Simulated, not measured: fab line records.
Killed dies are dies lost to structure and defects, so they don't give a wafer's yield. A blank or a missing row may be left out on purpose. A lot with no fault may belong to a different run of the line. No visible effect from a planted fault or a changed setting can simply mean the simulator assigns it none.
Lot-split experiment | flow n5-finfet | 7 lots, 21 wafers read, on a route of 1938 steps

## THE SPLIT
At N5_BEOL_M0_CUTY_COAT_50 (time 60 s, resist thk 15 nm), the setting spin-rpm was moved away from the recipe's 1500 rpm on 9 of the 21 wafers read, by -10.9% to +11.0%. This setting was run at the recipe's value on the other wafers.

The split's own step is where the reading is taken.

## THE READING
SiARC_of_BEOL_M0_CUTY_COAT_50.thk-nm (the simulator's own value, which no gauge read), in nm, at N5_BEOL_M0_CUTY_COAT_50 (time 60 s, resist thk 15 nm). No usual value for it is given in the file. The 12 wafers here that ran the recipe average 15.0 nm, standard deviation 0.099 nm.

wafer  | tool, chamber at the split | spin-rpm as run, rpm | against the recipe | SiARC_of_BEOL_M0_CUTY_COAT_50.thk-nm, nm | against lot-mates on the recipe
L080.2 | litho-track-05, 0          | 1500                 | recipe             | 15                                       | -
L080.5 | litho-track-05, 0          | 1500                 | recipe             | 15                                       | -
L080.3 | litho-track-05, 0          | 1639                 | +9.3%              | 14.4                                     | -0.6
L082.1 | litho-track-01, 0          | 1500                 | recipe             | 15                                       | -
L082.4 | litho-track-01, 0          | 1609                 | +7.3%              | 14.4                                     | -0.6
L082.6 | litho-track-01, 0          | 1609                 | +7.3%              | 14.6                                     | -0.4
L083.1 | litho-track-04, 0          | 1500                 | recipe             | 15                                       | -
L083.5 | litho-track-04, 0          | 1500                 | recipe             | 15                                       | -
L083.3 | litho-track-04, 0          | 1665                 | +11.0%             | 14.2                                     | -0.8
L090.4 | litho-track-05, 0          | 1500                 | recipe             | 15                                       | -
L090.5 | litho-track-05, 0          | 1337                 | -10.9%             | 16                                       | +1.0
L090.6 | litho-track-05, 0          | 1337                 | -10.9%             | 15.8                                     | +0.8
L091.2 | litho-track-05, 0          | 1500                 | recipe             | 15.2                                     | -
L091.3 | litho-track-05, 0          | 1500                 | recipe             | 15                                       | -
L091.6 | litho-track-05, 0          | 1641                 | +9.4%              | 14.4                                     | -0.7
L092.1 | litho-track-05, 0          | 1619                 | +7.9%              | 14.4                                     | -0.6
L092.3 | litho-track-05, 0          | 1619                 | +7.9%              | 14.4                                     | -0.6
L092.6 | litho-track-05, 0          | 1500                 | recipe             | 15                                       | -
L096.1 | litho-track-04, 0          | 1500                 | recipe             | 15                                       | -
L096.5 | litho-track-04, 0          | 1500                 | recipe             | 14.8                                     | -
L096.6 | litho-track-04, 0          | 1500                 | recipe             | 14.8                                     | -

THE FIT
A straight line over all 21 wafers: SiARC_of_BEOL_M0_CUTY_COAT_50.thk-nm changes by -0.0745 nm for each +1% of spin-rpm; r = -0.98; the points scatter about the line by 0.1 nm.
The same after taking each lot's own level away (the mean of its wafers on the recipe; 21 wafers): -0.0761 nm for each +1%; r = -0.99; scatter 0.075 nm.
The reading moves by 0.84 nm for the largest change in spin-rpm, on that fit.
Measured against the standard deviation above, the lots' own levels, which go from 14.87 to 15.10 nm, span 2.4 times it.
The two slopes are in agreement: the lot-to-lot level therefore moves the slope only a little.
Check: for one of the wafers moved furthest among these (+11.0%), held out of the fit, the line's prediction against its lot-mates is -0.821 nm. Against them it came out at -0.8 nm.

## OTHER SPLITS ON THESE WAFERS
These wafers also went through other splits before the reading. Each is held against what the fit with the lots' levels taken away leaves over:
other split on the same wafers              | wafers away from the commonest value | r with SiARC_of_BEOL_M0_CUTY_COAT_50.thk-nm (lot level and that fit taken away)
N5_MOL_CONTACT_COAG_COAT_103 spin-rpm       | 3                                    | -0.04
N5_MOL_CONTACT_COAG_COAT_76 spin-rpm        | 11                                   | -0.12
N5_BEOL_M0_SAQP_SPACER2_ALD_26 target-thk-a | 6                                    | -0.35

## THE FILE'S OWN FIT
SiARC_of_BEOL_M0_CUTY_COAT_50.thk-nm changes by -0.0739 nm for each +1% of spin-rpm, r = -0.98.
